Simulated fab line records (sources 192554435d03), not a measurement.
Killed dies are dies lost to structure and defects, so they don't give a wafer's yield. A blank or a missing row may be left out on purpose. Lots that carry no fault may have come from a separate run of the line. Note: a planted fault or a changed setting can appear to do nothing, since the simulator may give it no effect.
Chamber matching || flow n5_finfet || N5_BEOL_M0_SAQP_PECVD_00 on pecvd-01: 3 sister chambers
The step deposits SiCN from 3MS/NH3, target thk 8 nm, time 14 s. 3 wafers are shown with their chamber, then 7 later ones without.

== EACH WAFER AND ITS CHAMBER ==
{"wafer": "L084.4", "chamber": 0, "throttle_valve_pct (%)": 9.0}
{"wafer": "L088.2", "chamber": 1, "throttle_valve_pct (%)": 9.2}
{"wafer": "L088.3", "chamber": 2, "throttle_valve_pct (%)": 9.3}

== WAFERS MISSING THEIR CHAMBER ==
{"wafer": "L088.4", "throttle_valve_pct (%)": 8.9}
{"wafer": "L090.2", "throttle_valve_pct (%)": 9.3}
{"wafer": "L090.3", "throttle_valve_pct (%)": 9.2}
{"wafer": "L090.4", "throttle_valve_pct (%)": 9.3}
{"wafer": "L095.2", "throttle_valve_pct (%)": 9.0}
{"wafer": "L095.5", "throttle_valve_pct (%)": 9.2}
{"wafer": "L095.6", "throttle_valve_pct (%)": 8.8}

== CHAMBER TAKEN BY EACH ==
{"wafer": "L088.4", "from the rows above": 0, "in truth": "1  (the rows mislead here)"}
{"wafer": "L090.2", "from the rows above": "can't be placed: 2 or 1", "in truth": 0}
{"wafer": "L090.3", "from the rows above": "can't be placed: 1 or 2", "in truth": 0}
{"wafer": "L090.4", "from the rows above": "can't be placed: 2 or 1", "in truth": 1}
{"wafer": "L095.2", "from the rows above": 0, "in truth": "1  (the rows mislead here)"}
{"wafer": "L095.5", "from the rows above": "can't be placed: 1 or 2", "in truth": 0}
{"wafer": "L095.6", "from the rows above": 0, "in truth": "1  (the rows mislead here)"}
Correctly placed: 0 of 7. Unplaceable from these rows: 4, with the true chamber sitting among the candidates in 1. 3 placed wrongly.
How it was worked out, from the rows above alone: a wafer's distance from a chamber is the root of the sum, over the readings, of the square of ((its reading less the chamber's mean) divided by the reading's scatter). If the next closest chamber is less than 2 further off than the closest, the wafer can't be placed; otherwise it belongs to the closest. A chamber's mean is the mean of its shown wafers. The scatter (one wafer shown for each chamber): square how far every hidden wafer sits from the nearest shown wafer, average those squares and take the square root.
